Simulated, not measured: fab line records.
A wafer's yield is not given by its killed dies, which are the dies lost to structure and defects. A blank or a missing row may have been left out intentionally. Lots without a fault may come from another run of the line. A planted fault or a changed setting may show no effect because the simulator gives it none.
3 desks looking at one fault -- flow n5_finfet -- each desk has only its own numbers; what lay behind them comes last

== METROLOGY DESK ==
Means of the sampled wafers that have a number, per lot and without regard to the tool the lot ran on: this is what the gauges read. If a lot's mean is further than 4 standard deviations from the usual mean, the lot is out of limits and carries the mark OUT (the distance appears in the brackets).
Columns: A = cd_nm at N5_BEOL_M15_CD_MEAS_17, usual 361.6 nm
lot,first seen here,A
L402,day 11 07:28,361.0
L404,day 11 15:44,361.2
L403,day 11 19:13,362.1
L405,day 12 15:46,360.8
L406,day 13 01:37,365.0
L411,day 14 02:38,362.1
L409,day 14 06:21,359.7
L412,day 14 15:44,362.5
L414,day 15 05:17,363.8
L418,day 15 22:40,362.0
L421,day 16 11:16,360.5
L424,day 16 11:50,361.4
L422,day 16 15:16,361.0
L423,day 17 13:09,360.9
Result from this desk: across the 14 lots, nothing is out of limits.

== FOR THE TOOL OWNER'S DESK: krf_scanner-02 ==
The tool's own readings at N5_BEOL_M15_EXPOSE_25 (exposes mask M15, target cd 400 nm): means of the sampled wafers that have a number, for each lot that ran on this tool. If a lot's mean is further than 4 standard deviations from the usual mean, the lot is out of limits and carries the mark OUT (the distance appears in the brackets).
Columns: A = exposure_dose_mJ_cm2 at N5_BEOL_M15_EXPOSE_25, usual 35.49; B = focus_offset_nm at N5_BEOL_M15_EXPOSE_25, usual -0.1 nm
lot,first seen here,A,B
L406,day 13 02:27,35.52,-0.6
L411,day 14 03:28,35.51,-0.3
L418,day 15 23:23,35.52,0.1
L422,day 16 16:06,35.51,0.1
L423,day 17 14:52,35.49,0.2
Result from this desk: across the 5 lots, nothing is out of limits.

== THE DEFECT DESK ==
What the inspections along the route counted, lot by lot: means of the sampled wafers that have a number. If a lot's mean is further than 4 standard deviations from the usual mean, the lot is out of limits and carries the mark OUT (the distance appears in the brackets).
Columns: A = raw_defect_count at N5_BEOL_M14_INSPECT_55, usual 77
lot,first seen here,A
L402,day 11 06:17,59
L404,day 11 14:34,83
L403,day 11 17:55,91
L405,day 12 14:21,98
L406,day 13 00:19,75
L411,day 14 01:28,59
L409,day 14 05:08,87
L412,day 14 14:26,55
L414,day 15 04:07,67
L418,day 15 21:25,83
L421,day 16 09:58,74
L424,day 16 10:32,72
L422,day 16 13:58,84
L423,day 17 11:58,85
Result from this desk: across the 14 lots, nothing is out of limits.

== PUT TOGETHER ==
The metrology desk saw nothing out of limits.
Nothing out of limits was seen by the tool owner's desk.
Nothing the defect desk looked at was out of limits.

== WHAT HAD BEEN PUT IN BY THE SIMULATOR ==
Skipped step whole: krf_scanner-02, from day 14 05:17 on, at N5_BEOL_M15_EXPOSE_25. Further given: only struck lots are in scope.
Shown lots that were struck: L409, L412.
